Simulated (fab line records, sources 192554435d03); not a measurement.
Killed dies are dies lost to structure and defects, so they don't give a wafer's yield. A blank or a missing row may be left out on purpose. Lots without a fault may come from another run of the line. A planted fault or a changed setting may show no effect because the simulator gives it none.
fab line records | flow n5_finfet
record lots=7 wafers=21
route steps=1938 shown BEOL_M0_SAQP@641 BEOL_M0_CUTY@705 BEOL_M1@783 BEOL_M2@841 BEOL_M3@957
start_h: hours from the record's first day to the start of the lot's first wafer shown | wait_h: hours since the lot's step before | " the same as in the row above | L1.1+2: a row that stands for several wafers | - no value, or no start given | * or withheld: withheld | < > ~ a bound
route shown NAME@n: a module of which the file shows steps, and the number in the route of the first | usual: mean/standard deviation of fault-free wafers | same: alike in all rows | chamber/n: place in a boat | sites: the reading at each site | _std_site: their standard deviation | _edge_site: outer sites' mean less inner sites' | radius_mm: how far each site lies from the wafer's centre | mask NAME#n: copy n | behind: the tool/chamber that last shaped the wafer | hold: why the lot was held/for how many hours/how that ended | device: the transistor (n, p or np) that didn't switch | end of line: the same wafers' tests at the end of the route | a step without rows: its recipe alone | killed: dies lost to structure and defects at the first sort, not the wafer's yield | map: a wafer's dies, x killed, . not, _ none there
set.NAME: the setting as run; set.NAME@STEP: as run at that earlier step | model.NAME: the simulator's own value behind a step, which no gauge read
lots whose settings were changed on purpose; a table a step, a row a wafer
## steps
# step N5_BEOL_M0_SAQP_COAT_81
# recipe resist=SOC temp_c=250 time_s=60 spin_rpm=1500 resist_thk_nm=100
# columns lot.wafer tool chamber start_h wait_h set.temp_c
L085.1+2 litho_track-03 0 171.39 0.1 250
L085.3 " 0 " " 243.7
L084.3+4 litho_track-04 0 177.70 0.1 260.9
L084.5 " 0 " " 250
L086.3+4+5 litho_track-04 0 181.82 0.1 250
L089.1+5+6 litho_track-03 0 205.94 0.1 250
L090.2 litho_track-02 0 212.77 0.1 250
L090.4+5 " 0 " " 252.9
L096.1+6 litho_track-03 0 239.83 0.1 250
L096.2 " 0 " " 245.8
L097.2+4 litho_track-04 0 250.31 0.1 239.2
L097.5 " 0 " " 250
# step N5_BEOL_M0_SAQP_COAT_82
# recipe resist=SiARC temp_c=220 time_s=60 spin_rpm=1500 resist_thk_nm=30
# step N5_BEOL_M0_SAQP_COAT_08
# recipe resist=CAR-ArF spin_rpm=1500 resist_thk_nm=90
# step N5_BEOL_M0_SAQP_HM_OPEN_112
# recipe chemistry=CHF3/O2 target=SiO2 stop_on=a-Si target_depth_a=120 over_etch_frac=1.25 mask_material=SOC time_s=13.5 pressure_mtorr=30 source_w=650 bias_w=170 Ar_flow_sccm=200 CHF3_flow_sccm=50 O2_flow_sccm=5 ion_energy_ev=200 ends=end_point
# step N5_BEOL_M0_SAQP_STRIP_113
# recipe chemistry=CHF3/O2 resist=SiARC rf_frequency_hz=6e+07
# step N5_BEOL_M0_SAQP_MANDREL_ETCH_20
# recipe target_depth_a=600 chemistry=HBr/Cl2 target=a-Si stop_on=SiNx bt_time_s=10 mask_material=SOC over_etch_frac=0.5 time_s=30 pressure_mtorr=10 icp_w=800 bias_w=75 HBr_flow_sccm=150 Cl2_flow_sccm=80 ends=end_point
# usual oes_product_au=0.779/0.012
# columns lot.wafer tool chamber start_h wait_h set.time_s@BEOL_M0_SAQP_PECVD_04 oes_product_au model.etch.depth_nm
L085.1 rie_si-06 1 172.84 0.0 60.2 0.780 59.97
L085.2 " 3 " " 60.2 0.793 60.7
L085.3 " 0 " " 60.2 0.786 60.11
L084.3 rie_si-05 3 178.47 0.0 60.2 0.778 58.7
L084.4 " 1 " " 55.82 0.746 55.82
L084.5 " 0 " " 55.82 0.757 55.57
L086.3 rie_si-03 2 182.56 0.0 60.2 0.773 59.02
L086.4 " 1 " " 60.2 0.795 60.46
L086.5 " 0 " " 60.2 0.771 60.16
L089.1 rie_si-06 2 206.56 0.0 60.2 0.772 60.06
L089.5 " 2 " " 60.2 0.774 60.5
L089.6 " 1 " " 60.2 0.776 60.6
L090.2 rie_si-05 1 213.74 0.0 60.2 0.777 59.89
L090.4 " 2 " " 67.66 0.840 67.35
L090.5 " 1 " " 67.66 0.826 67.53
L096.1 rie_si-06 3 240.57 0.0 60.2 0.778 59.38
L096.2 " 1 " " 60.2 0.792 61.01
L096.6 " 1 " " 67.78 0.847 69.23
L097.2 rie_si-06 1 251.04 0.0 60.2 0.772 58.77
L097.4 " 3 " " 65.63 0.816 63.83
L097.5 " 3 " " 65.63 0.833 66.16
# step N5_BEOL_M0_SAQP_CUT_ETCH_46
# recipe chemistry=N2/H2 target=SOC target_depth_a=1350 overetch_a=270 temp_c=40 time_s=202.5 ion_energy_ev=200 mask_material=SiARC pressure_mtorr=30 source_w=840 bias_w=150 n2_flow_sccm=200 h2_flow_sccm=200
# usual rf_vpp_V=523.3/2.3
# columns lot.wafer tool chamber start_h wait_h set.source_w rf_vpp_V
L085.1 rie_diel-02 1 177.59 0.0 789.2 532.5
L085.2 " 2 " " 840 524.5
L085.3 " 0 " " 840 525.0
L084.3 rie_diel-03 0 182.03 0.0 693 560.4
L084.4 " 3 " " 693 554.6
L084.5 " 0 " " 840 526.9
L086.3 rie_diel-03 1 186.36 0.0 840 524.5
L086.4 " 0 " " 840 525.6
L086.5 " 1 " " 840 522.1
L089.1 rie_diel-03 2 211.45 0.0 717.5 550.8
L089.5 " 0 " " 717.5 555.7
L089.6 " 3 " " 840 521.9
L090.2 rie_diel-03 3 218.40 0.0 840 520.7
L090.4 " 2 " " 840 522.6
L090.5 " 3 " " 795.6 529.7
L096.1 rie_diel-03 0 244.57 0.0 934.9 507.6
L096.2 " 3 " " 840 519.0
L096.6 " 2 " " 934.9 503.7
L097.2 rie_diel-03 3 254.81 0.0 737.1 543.1
L097.4 " 3 " " 737.1 544.0
L097.5 " 2 " " 840 522.8
# step N5_BEOL_M0_CUTY_EXPOSE_54
# recipe mask_id=M0_ABLK na=1.35 source_shape=conventional sigma_outer=0.8 polarization=unpolarized dose_mj=36
# columns lot.wafer tool chamber start_h wait_h mask set.dose_mj
L085.1+3 arfi_scanner-01 0 178.68 - M0_ABLK#0 37.46
L085.2 " 0 " " M0_ABLK#0 36
L084.3+5 arfi_scanner-01 0 183.02 - M0_ABLK#0 37.88
L084.4 " 0 " " M0_ABLK#0 36
L086.3+4+5 arfi_scanner-02 0 187.57 - M0_ABLK#0 36
L089.1+5+6 arfi_scanner-03 0 212.54 - M0_ABLK#0 36
L090.2+5 arfi_scanner-03 0 219.56 - M0_ABLK#0 36
L090.4 " 0 " " M0_ABLK#0 33.54
L096.1+6 arfi_scanner-01 0 246.04 - M0_ABLK#0 36
L096.2 " 0 " " M0_ABLK#0 34.69
L097.2+5 arfi_scanner-01 0 255.78 - M0_ABLK#0 36
L097.4 " 0 " " M0_ABLK#0 38.25
# step N5_BEOL_M0_CUTY_PEB_55
# recipe peb_temp_c=110 peb_time_s=60 resist=CAR-ArF-block
# step N5_BEOL_M0_CUTY_DEVELOP_56
# recipe develop_time_s=30 developer=TMAH resist=CAR-ArF-block rinse_liquid=diw dry=air_spin dev_temp_c=23
# step N5_BEOL_M0_CUTY_CD_MEAS_57
# recipe target_cd_nm=200 landing_energy_ev=500 detector=se_inlens polarity=line
# usual cd_nm=199.8/1.1
# columns lot.wafer tool chamber start_h wait_h set.dose_mj@BEOL_M0_CUTY_EXPOSE_54 cd_nm
L085.1 cd_sem-03 0 178.81 - 37.46 196.2
L085.2 " 0 " " 36 199.7
L085.3 " 0 " " 37.46 197.0
L084.3 cd_sem-01 0 183.14 - 37.88 197.0
L084.4 " 0 " " 36 200.1
L084.5 " 0 " " 37.88 195.6
L086.3 cd_sem-02 0 187.68 - 36 197.5
L086.4 " 0 " " 36 199.3
L086.5 " 0 " " 36 199.0
L089.1 cd_sem-03 0 212.66 - 36 199.0
L089.5 " 0 " " 36 200.1
L089.6 " 0 " " 36 198.9
L090.2 cd_sem-01 0 219.67 - 36 201.2
L090.4 " 0 " " 33.54 204.6
L090.5 " 0 " " 36 201.7
L096.1 cd_sem-02 0 246.16 - 36 199.4
L096.2 " 0 " " 34.69 200.6
L096.6 " 0 " " 36 198.7
L097.2 cd_sem-03 0 255.90 - 36 200.4
L097.4 " 0 " " 38.25 194.9
L097.5 " 0 " " 36 200.2
# step N5_BEOL_M1_EXPOSE_25
# recipe mask_id=V0 na=0.33 source_shape=quasar sigma_inner=0.2 sigma_outer=0.8 polarization=unpolarized defocus_nm=5 target_cd_nm=24 dose_mj=63
# columns lot.wafer tool chamber start_h wait_h mask set.dose_mj
L085.1+3 euv_scanner-01 0 186.72 - V0#0 63
L085.2 " 0 " " V0#0 58.74
L084.3+4+5 euv_scanner-01 0 190.63 - V0#0 67.06
L086.3+4+5 euv_scanner-01 0 194.21 - V0#0 63
L089.1 euv_scanner-01 0 222.03 - V0#0 63
L089.5+6 " 0 " " V0#0 58.82
L090.2+5 euv_scanner-01 0 227.78 - V0#0 63
L090.4 " 0 " " V0#0 64.55
L096.1 euv_scanner-01 0 254.08 - V0#0 59.28
L096.2+6 " 0 " " V0#0 63
L097.2+5 euv_scanner-01 0 264.43 - V0#0 66.6
L097.4 " 0 " " V0#0 63
# step N5_BEOL_M1_PEB_26
# recipe peb_temp_c=100 peb_time_s=60 resist=CAR-EUV
# step N5_BEOL_M1_DEVELOP_27
# recipe develop_time_s=30 developer=TMAH resist=CAR-EUV rinse_liquid=surfactant_rinse dry=air_spin dev_temp_c=23
# step N5_BEOL_M1_CD_MEAS_28
# recipe landing_energy_ev=500 detector=se_inlens target_cd_y_nm=23.3
# usual cd_nm=23.92/0.26
# columns lot.wafer tool chamber start_h wait_h set.dose_mj@BEOL_M1_EXPOSE_25 cd_nm
L085.1 cd_sem-03 0 186.87 - 63 24.08
L085.2 " 0 " " 58.74 23.10
L085.3 " 0 " " 63 23.90
L084.3 cd_sem-02 0 190.76 - 67.06 25.22
L084.4 " 0 " " 67.06 25.20
L084.5 " 0 " " 67.06 25.22
L086.3 cd_sem-01 0 194.34 - 63 23.67
L086.4 " 0 " " 63 23.69
L086.5 " 0 " " 63 23.57
L089.1 cd_sem-03 0 222.18 - 63 23.56
L089.5 " 0 " " 58.82 22.49
L089.6 " 0 " " 58.82 22.49
L090.2 cd_sem-03 0 227.91 - 63 23.58
L090.4 " 0 " " 64.55 24.52
L090.5 " 0 " " 63 23.76
L096.1 cd_sem-01 0 254.22 - 59.28 22.46
L096.2 " 0 " " 63 23.98
L096.6 " 0 " " 63 23.96
L097.2 cd_sem-01 0 264.57 - 66.6 24.76
L097.4 " 0 " " 63 23.98
L097.5 " 0 " " 66.6 25.08
# step N5_BEOL_M1_ETCH_77
# recipe chemistry=N2/H2 target=underlayer target_depth_a=65 mask_material=CAR-EUV time_s=5.2 ion_energy_ev=200 pressure_mtorr=30 source_w=840 bias_w=150 n2_flow_sccm=200 h2_flow_sccm=200 ends=cleared
# usual rf_vpp_V=523.5/2.3
# columns lot.wafer tool chamber start_h wait_h set.source_w rf_vpp_V
L085.1 rie_diel-03 0 187.02 0.0 840 525.8
L085.2 " 1 " " 840 523.7
L085.3 " 3 " " 840 521.5
L084.3 rie_diel-02 3 190.91 0.0 840 525.7
L084.4 " 2 " " 840 524.3
L084.5 " 1 " " 840 522.4
L086.3 rie_diel-03 0 194.61 0.0 840 526.4
L086.4 " 1 " " 840 523.4
L086.5 " 0 " " 840 525.8
L089.1 rie_diel-01 2 222.46 0.0 978.9 501.6
L089.5 " 1 " " 978.9 494.1
L089.6 " 2 " " 840 526.2
L090.2 rie_diel-01 3 228.55 0.0 888 510.0
L090.4 " 2 " " 840 528.0
L090.5 " 2 " " 840 526.1
L096.1 rie_diel-03 2 254.38 0.0 840 523.7
L096.2 " 0 " " 840 525.7
L096.6 " 3 " " 840 522.0
L097.2 rie_diel-03 2 264.72 0.0 762.5 539.3
L097.4 " 3 " " 840 520.6
L097.5 " 0 " " 762.5 543.6
# step N5_BEOL_M1_ETCH_69
# recipe chemistry=CF4 target=SiARC target_depth_a=156 mask_material=CAR-EUV time_s=26 ion_energy_ev=80 pressure_mtorr=40 source_w=545 bias_w=36 Ar_flow_sccm=100 cf4_flow_sccm=100 ends=cleared
# step N5_BEOL_M1_ALD_98
# recipe material=SiO2 target_thk_a=25 temp_c=100 ald_precursor_family=BDEAS ald_co_reactant=O2-plasma pulse_time_s=1 co_reactant_pulse_time_s=1 purge_time_s=2 co_reactant_purge_time_s=2 ald_cycles=17 pressure_torr=2
# step N5_BEOL_M1_STRIP_71
# recipe chemistry=N2/H2 temp_c=40 n2_flow_sccm=200 h2_flow_sccm=200 rf_frequency_hz=6e+07
# step N5_BEOL_M1_STRIP_78
# recipe chemistry=N2/H2 temp_c=40 n2_flow_sccm=200 h2_flow_sccm=200 rf_frequency_hz=6e+07
# step N5_BEOL_M1_VIA_ETCH_34
# recipe chemistry=C4F6/O2 target_depth_a=678 mask_material=SOC pressure_mtorr=15 ion_energy_ev=250 taper_deg=4 time_s=64.4 source_w=350 bias_w=170 Ar_flow_sccm=300 C4F6_flow_sccm=10 O2_flow_sccm=10
# columns lot.wafer tool chamber start_h wait_h set.dose_mj@BEOL_M1_EXPOSE_25 model.BEOL_M1.cd_nm
L085.1 rie_diel-02 1 189.56 0.0 63 18.6
L085.2 " 2 " " 58.74 16.2
L085.3 " 0 " " 63 18.4
L084.3 rie_diel-01 3 194.24 0.0 67.06 19.2
L084.4 " 0 " " 67.06 19.6
L084.5 " 1 " " 67.06 19
L086.3 rie_diel-02 3 200.06 0.0 63 18
L086.4 " 2 " " 63 17.6
L086.5 " 0 " " 63 18.2
L089.1 rie_diel-03 2 224.80 0.0 63 18.2
L089.5 " 3 " " 58.82 16.4
L089.6 " 0 " " 58.82 17
L090.2+5 rie_diel-03 2,1 233.04 0.0 63 17.6
L090.4 " 1 " " 64.55 18.2
L096.1 rie_diel-02 1 259.13 0.0 59.28 17.2
L096.2 " 0 " " 63 18.2
L096.6 " 0 " " 63 18.6
L097.2+5 rie_diel-01 2,0 268.75 0.0 66.6 19.2
L097.4 " 1 " " 63 18
# step N5_BEOL_M2_ILD_DEP_00
# recipe material=SiOC target_thk_a=790 temp_c=350 precursor=DEMS/O2 pressure_torr=5 rf_w=500 time_s=15.3
# columns lot.wafer tool chamber start_h wait_h set.time_s model.SiOC_of_BEOL_M2_ILD_DEP_00.thk_nm
L085.1+2 pecvd-01 2,0 193.69 0.0 15.3 78.8
L085.3 " 1 " " 15.3 79.4
L084.3 pecvd-03 1 200.35 0.0 15.3 79.4
L084.4 " 2 " " 13.9 72.6
L084.5 " 1 " " 15.3 80
L086.3 pecvd-03 2 204.71 0.0 15.3 79.4
L086.4+5 " 1,2 " " 15.3 79.6
L089.1 pecvd-04 1 229.18 0.0 13.76 68.8
L089.5 " 1 " " 15.3 77.8
L089.6 " 2 " " 13.76 69.8
L090.2 pecvd-01 1 239.22 0.0 14.18 72.6
L090.4 " 0 " " 14.18 73
L090.5 " 1 " " 15.3 78.6
L096.1 pecvd-01 1 263.85 0.0 13.24 69.2
L096.2 " 0 " " 13.24 68.6
L096.6 " 1 " " 15.3 81
L097.2+4 pecvd-03 1,2 273.01 0.0 15.3 79.4
L097.5 " 1 " " 15.3 80.4
# step N5_BEOL_M2_THK_MEAS_01
# recipe reads=SiOC_of_BEOL_M2_ILD_DEP_00
# usual M2_ILD_THK=79.0/1
# columns lot.wafer tool chamber start_h wait_h set.time_s@BEOL_M2_ILD_DEP_00 M2_ILD_THK[nm]
L085.1 film_metro-01 - 193.76 0.0 15.3 78.8
L085.2 " - " " 15.3 78.8
L085.3 " - " " 15.3 79.5
L084.3 film_metro-01 - 200.42 0.1 15.3 79.3
L084.4 " - " " 13.9 72.7
L084.5 " - " " 15.3 80.0
L086.3 film_metro-01 - 204.78 0.1 15.3 79.5
L086.4 " - " " 15.3 79.5
L086.5 " - " " 15.3 79.5
L089.1 film_metro-01 - 229.25 0.0 13.76 68.8
L089.5 " - " " 15.3 77.7
L089.6 " - " " 13.76 69.8
L090.2 film_metro-02 - 239.28 0.1 14.18 72.6
L090.4 " - " " 14.18 73.0
L090.5 " - " " 15.3 78.7
L096.1 film_metro-01 - 263.93 0.1 13.24 69.3
L096.2 " - " " 13.24 68.6
L096.6 " - " " 15.3 81.0
L097.2 film_metro-01 - 273.08 0.1 15.3 79.3
L097.4 " - " " 15.3 79.4
L097.5 " - " " 15.3 80.3
# step N5_BEOL_M3_COAT_67
# recipe resist=SOC temp_c=250 time_s=60 spin_rpm=1500 resist_thk_nm=60
# columns lot.wafer tool chamber start_h wait_h set.spin_rpm model.SOC_of_BEOL_M3_COAT_67.thk_nm
L085.1+2+3 litho_track-05 0 211.39 0.0 1500 60.2
L084.3+5 litho_track-05 0 221.46 0.0 1500 60.2
L084.4 " 0 " " 1586 58.2
L086.3+5 litho_track-05 0 227.40 0.0 1500 60.2
L086.4 " 0 " " 1500 60
L089.1 litho_track-04 0 242.95 0.0 1500 60
L089.5 " 0 " " 1337 63.4
L089.6 " 0 " " 1337 63.6
L090.2+5 litho_track-05 0 250.49 0.0 1405 62
L090.4 " 0 " " 1500 60
L096.1 litho_track-01 0 278.58 0.0 1576 58.8
L096.2 " 0 " " 1500 60.2
L096.6 " 0 " " 1576 58.6
L097.2 litho_track-04 0 289.07 0.0 1500 60
L097.4+5 " 0 " " 1376 62.8
## key
split step=N5_BEOL_M0_SAQP_COAT_81 setting=temp_c stated=250 by=wafer
response none clear
split step=N5_BEOL_M0_SAQP_CUT_ETCH_46 setting=source_w stated=840 by=wafer
response step=N5_BEOL_M0_SAQP_CUT_ETCH_46 reading=rf_vpp_V change=-1.73 per=1% r=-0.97
split step=N5_BEOL_M0_CUTY_EXPOSE_54 setting=dose_mj stated=36 by=wafer
response step=N5_BEOL_M0_CUTY_CD_MEAS_57 reading=cd_nm change=-0.648 per=1% r=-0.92
split step=N5_BEOL_M1_EXPOSE_25 setting=dose_mj stated=63 by=wafer
response step=N5_BEOL_M1_CD_MEAS_28 reading=cd_nm change=+0.18 per=1% r=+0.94
response step=N5_BEOL_M1_VIA_ETCH_34 reading=model.BEOL_M1.cd_nm change=+0.251 per=1% r=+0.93
split step=N5_BEOL_M1_ETCH_77 setting=source_w stated=840 by=wafer
response step=N5_BEOL_M1_ETCH_77 reading=rf_vpp_V change=-1.94 per=1% r=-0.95
split step=N5_BEOL_M2_ILD_DEP_00 setting=time_s stated=15.3 by=wafer
response step=N5_BEOL_M2_ILD_DEP_00 reading=model.SiOC_of_BEOL_M2_ILD_DEP_00.thk_nm change=+0.848 per=1% r=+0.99
response step=N5_BEOL_M2_THK_MEAS_01 reading=M2_ILD_THK change=+0.841 per=1% r=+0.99
split step=N5_BEOL_M3_COAT_67 setting=spin_rpm stated=1500 by=wafer
response step=N5_BEOL_M3_COAT_67 reading=model.SOC_of_BEOL_M3_COAT_67.thk_nm change=-0.326 per=1% r=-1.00
split outside_this_file step=N5_BEOL_M0_SAQP_PECVD_04 setting=time_s
# split outside_this_file: this setting was split too, and the file shows its column; the key of that split is in another file
